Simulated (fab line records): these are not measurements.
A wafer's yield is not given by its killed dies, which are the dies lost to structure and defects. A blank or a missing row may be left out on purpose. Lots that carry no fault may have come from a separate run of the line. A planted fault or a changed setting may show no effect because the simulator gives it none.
fab line records + flow n5Finfet + part 2 of 2: steps 25 to 29 of 29
record:
- lots: 5
- wafers: 15
- lastDay: 18
route steps=1938 shown BEOL_M15@1783
lots with no fault: from the same line, run without faults
startH: start of the lot's first displayed wafer, in hours after the record's first day + waitH: hours elapsed since this lot's preceding step + " unchanged from the row above + L1.1+2: a single row standing in for several wafers + - no value, or no start given + * or withheld: withheld + < > ~ a bound
route shown NAME@n: a module of which the file shows steps, and the number in the route of the first + usual: mean and standard deviation over wafers with no fault + same: alike in all rows + chamber/n: place in a boat + sites: readings site by site + _std_site: how widely they spread, as a standard deviation + _edge_site: outer sites' mean less inner sites' + radiusMm: how far each site lies from the wafer's centre + mask NAME#n: copy n + behind: the last tool/chamber to shape the wafer + hold: what put the lot on hold/how long, in hours/how the hold closed + device: whichever transistor did not switch (one of n, p or np) + end of line: tests run on the same wafers once the route is complete + for a step that has no rows: nothing shown but its recipe + killed: dies that structure and defects cost at the first sort, which is not the same as the wafer's yield + map: the dies of a wafer, with x for killed, . for not killed, _ for no die there
set.NAME: the run value of the setting; set.NAME@STEP: its run value at that earlier step + model.NAME: the simulator's own value behind a step, which no gauge read
lots at some steps of the route; a table a step, a row a wafer
services: when a tool's chamber went out of use (startH, in hours from the record's first day, below 0 if earlier), for how many hours, and the reason
== steps ==
step: N5_BEOL_M15_DESCUM_33
recipe:
- chemistry: O2
- timeS: 7.9
- sourcePowerW: 50
- biasPowerW: 20
- pressureMtorr: 20
- rfFrequencyHz: 2.712e+07
- tempC: 40
- o2FlowSccm: 225
usual:
- biasPowerW: 19.99/0.058
- drypumpMotorCurrentA: 5.6/0.71
- o2FlowSccm: 224.9/0.6
- oesProductAu: 0.77/0.088
- rfVppV: 243.2/1.5
- showerheadPlenumPTorr: 2.10/0.079
- throttleValvePct: 20.52/0.24
| lot.wafer | tool       | chamber | startH | waitH | biasPowerW | drypumpMotorCurrentA | o2FlowSccm | oesProductAu | rfHoursCounterH | rfVppV | showerheadPlenumPTorr | throttleValvePct |
|-----------|------------|---------|--------|-------|------------|----------------------|------------|--------------|-----------------|--------|-----------------------|------------------|
| L074.2    | rieDiel-05 | 2       | 234.62 | 0.0   | 19.91      | 5.3                  | 225.4      | 0.70         | 223             | 245.0  | 2.14                  | 20.44            |
| L074.4    | "          | 1       | "      | "     | 20.03      | 6.7                  | 224.7      | 0.72         | 180             | 241.9  | 1.98                  | 20.50            |
| L074.6    | "          | 1       | "      | "     | 20.08      | 6.7                  | 224.5      | 0.71         | -               | 242.8  | 1.98                  | 20.49            |
| L081.1    | rieDiel-06 | 3       | 270.94 | 0.0   | 20.00      | 5.4                  | 224.4      | 0.71         | 200             | 241.6  | 2.06                  | 20.42            |
| L081.4    | "          | 1       | "      | "     | 19.91      | 5.4                  | 224.4      | 0.70         | 214             | 240.9  | 2.07                  | 20.56            |
| L081.6    | "          | 3       | "      | "     | 20.00      | 5.5                  | 224.5      | 0.73         | -               | 241.4  | 2.06                  | 20.42            |
| L085.1    | rieDiel-05 | 3       | 384.04 | 0.2   | 19.97      | 4.9                  | 224.6      | 0.83         | 74              | 245.8  | 2.21                  | 20.51            |
| L085.3    | "          | 0       | "      | "     | 20.04      | 6.7                  | 224.2      | 0.92         | 6               | 245.6  | 2.22                  | 20.57            |
| L085.5    | "          | 1       | "      | "     | 19.94      | 6.7                  | 224.1      | 0.69         | -               | 240.4  | 1.97                  | 20.55            |
| L092.1    | rieDiel-05 | 2       | 399.91 | 0.1   | 19.98      | 5.3                  | 224.3      | 1.00         | 2               | 244.3  | 2.13                  | 20.11            |
| L092.3    | "          | 0       | "      | "     | 19.84      | 6.7                  | 224.8      | 0.91         | 11              | 247.0  | 2.22                  | 20.58            |
| L092.5    | "          | 1       | "      | "     | 19.89      | 6.7                  | 224.5      | 0.69         | -               | 241.4  | 1.97                  | 20.56            |
| L096.2    | rieDiel-01 | 1       | 414.60 | 0.1   | 19.95      | 5.2                  | 226.1      | 0.88         | 39              | 242.9  | 2.12                  | 20.12            |
| L096.3    | "          | 3       | "      | "     | 19.96      | 4.7                  | 224.5      | 0.89         | 36              | 240.7  | 2.06                  | 20.57            |
| L096.6    | "          | 3       | "      | "     | 20.02      | 4.7                  | 224.2      | 0.89         | -               | 242.1  | 2.06                  | 20.55            |
step: N5_BEOL_M15_ETCH_61
recipe:
- chemistry: N2/H2
- target: BARC
- targetDepthA: 890
- overetchA: 267
- timeS: 67.9
- ionEnergyEv: 200
- pressureMtorr: 30
- sourceW: 840
- biasW: 150
- n2FlowSccm: 200
- h2FlowSccm: 200
usual:
- drypumpMotorCurrentA: 5.6/0.72
- oesProductAu: 0.66/0.071
- rfVppV: 524.2/2.8
- showerheadPlenumPTorr: 2.55/0.099
- throttleValvePct: 17.96/0.22
| lot.wafer | tool       | chamber | startH | waitH | drypumpMotorCurrentA | oesProductAu | rfHoursCounterH | rfVppV | showerheadPlenumPTorr | throttleValvePct |
|-----------|------------|---------|--------|-------|----------------------|--------------|-----------------|--------|-----------------------|------------------|
| L074.2    | rieDiel-05 | 2       | 234.65 | 0.0   | 5.3                  | 0.60         | 223             | 525.7  | 2.62                  | 17.96            |
| L074.4    | "          | 1       | "      | "     | 6.7                  | 0.62         | 180             | 518.5  | 2.42                  | 18.04            |
| L074.6    | "          | 1       | "      | "     | 6.7                  | 0.61         | -               | 520.0  | 2.42                  | 18.06            |
| L081.1    | rieDiel-06 | 3       | 270.97 | 0.0   | 5.5                  | 0.61         | 200             | 520.9  | 2.52                  | 18.07            |
| L081.4    | "          | 1       | "      | "     | 5.4                  | 0.61         | 214             | 522.0  | 2.50                  | 17.96            |
| L081.6    | "          | 3       | "      | "     | 5.5                  | 0.62         | -               | 524.3  | 2.52                  | 18.05            |
| L085.1    | rieDiel-05 | 3       | 384.07 | 0.0   | 4.9                  | 0.70         | 74              | 528.2  | 2.70                  | 17.95            |
| L085.3    | "          | 0       | "      | "     | 6.7                  | 0.80         | 6               | 528.0  | 2.69                  | 17.99            |
| L085.5    | "          | 1       | "      | "     | 6.7                  | 0.60         | -               | 519.0  | 2.40                  | 18.12            |
| L092.1    | rieDiel-05 | 2       | 399.95 | 0.0   | 5.3                  | 0.83         | 2               | 525.2  | 2.60                  | 17.55            |
| L092.3    | "          | 0       | "      | "     | 6.7                  | 0.77         | 11              | 528.5  | 2.69                  | 17.99            |
| L092.5    | "          | 1       | "      | "     | 6.7                  | 0.59         | -               | 519.4  | 2.40                  | 18.13            |
| L096.2    | rieDiel-01 | 1       | 414.63 | 0.0   | 5.2                  | 0.74         | 39              | 523.5  | 2.58                  | 17.59            |
| L096.3    | "          | 3       | "      | "     | 4.7                  | 0.75         | 36              | 523.5  | 2.48                  | 17.82            |
| L096.6    | "          | 3       | "      | "     | 4.8                  | 0.76         | -               | 522.5  | 2.48                  | 17.82            |
step: N5_BEOL_M15_TRENCH_ETCH_34
recipe:
- chemistry: C4F8/O2/Ar
- target: SiO2
- targetDepthA: 8729.3
- heInnerTorr: 15
- heOuterTorr: 30
- timeS: 199
- ionEnergyEv: 800
- pressureMtorr: 20
- sourceW: 1905
- biasW: 2040
- Ar_flow_sccm: 400
- C4F8_flow_sccm: 16
- O2_flow_sccm: 12
usual:
- drypumpMotorCurrentA: 5.6/0.72
- oesProductAu: 0.77/0.09
- rfVppV: 2232/38
- showerheadPlenumPTorr: 3.46/0.11
- throttleValvePct: 31.04/0.28
| lot.wafer | tool       | chamber | startH | waitH | drypumpMotorCurrentA | oesProductAu | rfHoursCounterH | rfVppV | showerheadPlenumPTorr | throttleValvePct |
|-----------|------------|---------|--------|-------|----------------------|--------------|-----------------|--------|-----------------------|------------------|
| L074.2    | rieDiel-05 | 2       | 234.70 | 0.0   | 5.3                  | 0.69         | 223             | 2224   | 3.55                  | 31.06            |
| L074.4    | "          | 1       | "      | "     | 6.7                  | 0.72         | 180             | 2172   | 3.32                  | 31.37            |
| L074.6    | "          | 1       | "      | "     | 6.7                  | 0.72         | -               | 2172   | 3.32                  | 31.36            |
| L081.1    | rieDiel-06 | 3       | 271.02 | 0.0   | 5.4                  | 0.72         | 200             | 2202   | 3.43                  | 31.13            |
| L081.4    | "          | 1       | "      | "     | 5.4                  | 0.69         | 214             | 2225   | 3.39                  | 30.84            |
| L081.6    | "          | 3       | "      | "     | 5.5                  | 0.72         | -               | 2201   | 3.43                  | 31.13            |
| L085.1    | rieDiel-05 | 3       | 384.12 | 0.0   | 5.0                  | 0.83         | 74              | 2204   | 3.60                  | 30.85            |
| L085.3    | "          | 0       | "      | "     | 6.7                  | 0.94         | 6               | 2277   | 3.67                  | 31.51            |
| L085.5    | "          | 1       | "      | "     | 6.7                  | 0.69         | -               | 2171   | 3.31                  | 31.37            |
| L092.1    | rieDiel-05 | 2       | 400.00 | 0.0   | 5.3                  | 1.00         | 2               | 2225   | 3.53                  | 30.83            |
| L092.3    | "          | 0       | "      | "     | 6.7                  | 0.92         | 12              | 2276   | 3.67                  | 31.49            |
| L092.5    | "          | 1       | "      | "     | 6.7                  | 0.68         | -               | 2170   | 3.30                  | 31.40            |
| L096.2    | rieDiel-01 | 1       | 414.68 | 0.0   | 5.2                  | 0.88         | 39              | 2241   | 3.51                  | 30.83            |
| L096.3    | "          | 3       | "      | "     | 4.7                  | 0.89         | 37              | 2230   | 3.36                  | 30.96            |
| L096.6    | "          | 3       | "      | "     | 4.7                  | 0.89         | -               | 2231   | 3.36                  | 30.96            |
step: N5_BEOL_M15_STRIP_36
recipe:
- chemistry: O2
- powerW: 600
- tempC: 60
- pressureMtorr: 30
- rfFrequencyHz: 6e+07
- biasPowerW: 0
- overashFraction: 0.3
- o2FlowSccm: 225
usual:
- drypumpMotorCurrentA: 5.8/0.71
- o2FlowSccm: 224.9/0.71
- oesProductAu: 0.78/0.095
- rfVppV: 3.7/0.97
- showerheadPlenumPTorr: 2.10/0.085
- throttleValvePct: 16.69/0.24
same:
- biasPowerW: 0
| lot.wafer | tool       | chamber | startH | waitH | drypumpMotorCurrentA | o2FlowSccm | oesProductAu | rfHoursCounterH | rfVppV | showerheadPlenumPTorr | throttleValvePct |
|-----------|------------|---------|--------|-------|----------------------|------------|--------------|-----------------|--------|-----------------------|------------------|
| L074.2    | rieDiel-05 | 3       | 235.11 | 0.2   | 4.9                  | 224.9      | 0.89         | 37              | 2.3    | 2.23                  | 16.67            |
| L074.4    | "          | 0       | "      | "     | 6.7                  | 224.3      | 0.67         | 224             | 4.1    | 1.97                  | 17.08            |
| L074.6    | "          | 0       | "      | "     | 6.7                  | 224.6      | 0.67         | -               | 3.0    | 1.97                  | 17.06            |
| L081.1    | rieDiel-01 | 1       | 271.81 | 0.6   | 5.2                  | 225.3      | 1.00         | 1               | 2.0    | 2.14                  | 16.26            |
| L081.4    | "          | 0       | "      | "     | 5.0                  | 225.3      | 0.74         | -               | 3.6    | 2.17                  | 17.04            |
| L081.6    | "          | 2       | "      | "     | 5.5                  | 225.3      | 0.74         | -               | 3.9    | 2.09                  | 17.00            |
| L085.1    | rieDiel-06 | 2       | 386.38 | 2.1   | 6.5                  | 225.0      | 0.83         | 61              | 3.4    | 2.03                  | 16.34            |
| L085.3    | "          | 1       | "      | "     | 5.4                  | 224.5      | 0.68         | 242             | 3.6    | 2.06                  | 16.85            |
| L085.5    | "          | 0       | "      | "     | 6.4                  | 225.0      | 0.77         | -               | 3.6    | 2.18                  | 16.50            |
| L092.1    | rieDiel-05 | 3       | 401.80 | 1.6   | 4.9                  | 223.7      | 0.83         | 81              | 2.6    | 2.21                  | 16.75            |
| L092.3    | "          | 2       | "      | "     | 5.3                  | 226.0      | 1.00         | 3               | 4.4    | 2.13                  | 16.30            |
| L092.5    | "          | 2       | "      | "     | 5.3                  | 225.4      | 0.99         | -               | 4.7    | 2.13                  | 16.28            |
| L096.2    | rieDiel-06 | 0       | 415.16 | 0.3   | 6.4                  | 224.8      | 0.76         | 134             | 3.6    | 2.18                  | 16.51            |
| L096.3    | "          | 2       | "      | "     | 6.5                  | 224.2      | 0.82         | 67              | 4.7    | 2.03                  | 16.37            |
| L096.6    | "          | 0       | "      | "     | 6.4                  | 224.5      | 0.77         | -               | 5.0    | 2.18                  | 16.49            |
step: N5_BEOL_M15_STRIP_62
recipe:
- chemistry: O2
- powerW: 600
- tempC: 60
- pressureMtorr: 30
- rfFrequencyHz: 6e+07
- biasPowerW: 0
- overashFraction: 0.3
- o2FlowSccm: 225
usual:
- drypumpMotorCurrentA: 5.8/0.71
- o2FlowSccm: 225.0/0.65
- oesProductAu: 0.78/0.095
- rfVppV: 3.6/0.51
- showerheadPlenumPTorr: 2.10/0.085
- throttleValvePct: 16.69/0.24
same:
- biasPowerW: 0
| lot.wafer | tool       | chamber | startH | waitH | drypumpMotorCurrentA | o2FlowSccm | oesProductAu | rfHoursCounterH | rfVppV | showerheadPlenumPTorr | throttleValvePct |
|-----------|------------|---------|--------|-------|----------------------|------------|--------------|-----------------|--------|-----------------------|------------------|
| L074.2    | rieDiel-05 | 3       | -      | -     | 4.9                  | 224.3      | 0.89         | 37              | 2.4    | 2.23                  | 16.67            |
| L074.4    | "          | 0       | "      | "     | 6.7                  | 225.4      | 0.68         | 224             | 3.7    | 1.97                  | 17.06            |
| L074.6    | "          | 0       | "      | "     | 6.7                  | 225.1      | 0.68         | -               | 4.1    | 1.97                  | 17.05            |
| L081.1    | rieDiel-01 | 1       | -      | -     | 5.2                  | 224.7      | 1.01         | 1               | 3.9    | 2.14                  | 16.26            |
| L081.4    | "          | 0       | "      | "     | 5.0                  | 225.4      | 0.76         | -               | 4.2    | 2.17                  | 17.01            |
| L081.6    | "          | 2       | "      | "     | 5.6                  | 225.0      | 0.74         | -               | 2.7    | 2.09                  | 17.00            |
| L085.1    | rieDiel-06 | 2       | -      | -     | 6.5                  | 224.5      | 0.81         | 61              | 3.3    | 2.03                  | 16.33            |
| L085.3    | "          | 1       | "      | "     | 5.4                  | 225.1      | 0.68         | 242             | 3.5    | 2.06                  | 16.89            |
| L085.5    | "          | 0       | "      | "     | 6.4                  | 224.9      | 0.76         | -               | 3.2    | 2.18                  | 16.49            |
| L092.1    | rieDiel-05 | 3       | -      | -     | 4.9                  | 225.4      | 0.82         | 81              | 3.3    | 2.21                  | 16.73            |
| L092.3    | "          | 2       | "      | "     | 5.3                  | 224.5      | 0.99         | 3               | 3.8    | 2.13                  | 16.31            |
| L092.5    | "          | 2       | "      | "     | 5.3                  | 225.2      | 0.99         | -               | 3.5    | 2.13                  | 16.33            |
| L096.2    | rieDiel-06 | 0       | -      | -     | 6.4                  | 224.7      | 0.76         | 134             | 3.3    | 2.18                  | 16.49            |
| L096.3    | "          | 2       | "      | "     | 6.5                  | 223.6      | 0.81         | 67              | 4.1    | 2.03                  | 16.35            |
| L096.6    | "          | 0       | "      | "     | 6.4                  | 223.5      | 0.76         | -               | 3.6    | 2.18                  | 16.50            |
== services ==
| tool          | chamber | startH | hours | kind   |
|---------------|---------|--------|-------|--------|
| krfScanner-02 | -       | 208.90 | 0.8   | pm     |
| krfScanner-02 | -       | 230.43 | 4.0   | pm     |
| krfScanner-01 | -       | 235.80 | 1.4   | repair |
| krfScanner-02 | -       | 242.54 | 0.8   | pm     |
| krfScanner-01 | -       | 253.48 | 1.3   | pm     |
| rieDiel-05    | -       | 253.99 | 4.3   | pm     |
| krfScanner-01 | -       | 256.46 | 1.0   | pm     |
| krfScanner-02 | -       | 269.81 | 1.3   | pm     |
| rieDiel-05    | -       | 284.08 | 2.4   | repair |
| krfScanner-02 | -       | 293.96 | 1.0   | pm     |
| rieDiel-01    | 1       | 294.48 | 7.1   | repair |
| rieDiel-05    | -       | 295.14 | 2.8   | pm     |
| rieDiel-05    | -       | 320.91 | 14.6  | pm     |
| krfScanner-02 | -       | 336.15 | 0.2   | repair |
| wetBench-04   | -       | 340.53 | 1.9   | pm     |
| rieDiel-05    | 0       | 348.78 | 2.5   | repair |
| rieDiel-06    | 3       | 349.43 | 8.6   | repair |
| rieDiel-01    | 0       | 362.90 | 12.3  | repair |
| rieDiel-05    | 1       | 368.33 | 8.1   | repair |
| krfScanner-01 | -       | 370.80 | 0.8   | pm     |
| krfScanner-02 | -       | 377.70 | 0.8   | pm     |
| krfScanner-01 | -       | 392.79 | 0.2   | repair |
| krfScanner-01 | -       | 400.87 | 3.6   | pm     |
| krfScanner-02 | -       | 407.10 | 5.5   | repair |
